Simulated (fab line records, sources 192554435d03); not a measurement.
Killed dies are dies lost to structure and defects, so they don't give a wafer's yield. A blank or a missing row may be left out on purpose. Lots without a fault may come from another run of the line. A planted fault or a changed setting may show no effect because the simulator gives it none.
Chamber matching | flow n5_finfet | N5_DUMMY_GATE_HM_OPEN_21 on rie_diel-05: 4 sister chambers
The step chemistry CH3F/O2, target SiNx, target depth 120 nm, time 171.4 s. 18 wafers are shown with their chamber, then 9 later ones without.

WAFERS WITH THEIR CHAMBER
wafer  | chamber | drypump_motor_current_A (A) | throttle_valve_pct (%) | showerhead_plenum_p_Torr (Torr)
L074.2 | 3       | 5.4                         | 16.19                  | 2.05
L074.3 | 1       | 4.9                         | 16.15                  | 1.98
L074.4 | 2       | 5.8                         | 16.67                  | 2.05
L076.2 | 3       | 5.4                         | 16.21                  | 2.05
L076.3 | 2       | 5.8                         | 16.69                  | 2.05
L076.5 | 2       | 5.8                         | 16.68                  | 2.05
L079.2 | 0       | 4.9                         | 16.73                  | 2.01
L079.5 | 0       | 4.9                         | 16.72                  | 2.01
L079.6 | 1       | 4.9                         | 16.17                  | 1.98
L080.2 | 1       | 4.9                         | 16.18                  | 1.98
L080.3 | 2       | 5.8                         | 16.68                  | 2.05
L080.6 | 1       | 4.9                         | 16.16                  | 1.98
L081.3 | 2       | 5.8                         | 16.69                  | 2.04
L081.5 | 0       | 4.9                         | 16.72                  | 2.01
L081.6 | 1       | 4.9                         | 16.18                  | 1.98
L083.2 | 0       | 4.8                         | 16.74                  | 2.01
L083.3 | 2       | 5.8                         | 16.70                  | 2.04
L083.6 | 0       | 4.9                         | 16.72                  | 2.01

SIGNATURES (means of the wafers above)
reading                  | chamber 0 | chamber 1 | chamber 2 | chamber 3 | scatter within a chamber
drypump_motor_current_A  | 4.880     | 4.900     | 5.800     | 5.400     | 0.0239
throttle_valve_pct       | 16.7260   | 16.1680   | 16.6850   | 16.2000   | 0.0112
showerhead_plenum_p_Torr | 2.0100    | 1.9800    | 2.0467    | 2.0500    | 0.00309
Rule: a wafer's distance from a chamber is the root of the sum, over the readings, of the square of ((its reading less the chamber's mean) divided by the reading's scatter). The wafer belongs to the nearest chamber; if the next one is less than 2 further off, it can't be placed. The scatter: the root of (the sum of the squares of (reading less its chamber's mean) over the shown wafers, divided by (wafers less chambers)).

WAFERS WITHOUT THEIR CHAMBER
wafer  | drypump_motor_current_A (A) | throttle_valve_pct (%) | showerhead_plenum_p_Torr (Torr)
L085.1 | 4.9                         | 16.75                  | 2.01
L085.2 | 5.4                         | 16.23                  | 2.04
L085.3 | 4.9                         | 16.19                  | 1.98
L090.2 | 4.9                         | 16.19                  | 1.97
L090.3 | 4.9                         | 16.76                  | 2.01
L090.4 | 5.4                         | 16.26                  | 2.04
L092.2 | 4.9                         | 16.77                  | 2.00
L092.5 | 5.4                         | 16.24                  | 2.04
L092.6 | 4.9                         | 16.76                  | 2.00

WHICH CHAMBER EACH WENT THROUGH
wafer  | from the rows above | in truth
L085.1 | 0                   | 0
L085.2 | 3                   | 3
L085.3 | 1                   | 1
L090.2 | 1                   | 1
L090.3 | 0                   | 0
L090.4 | 3                   | 3
L092.2 | 0                   | 0
L092.5 | 3                   | 3
L092.6 | 0                   | 0
Placed correctly: 9 of 9. Can't be placed from these rows: 0. Placed wrongly: 0.
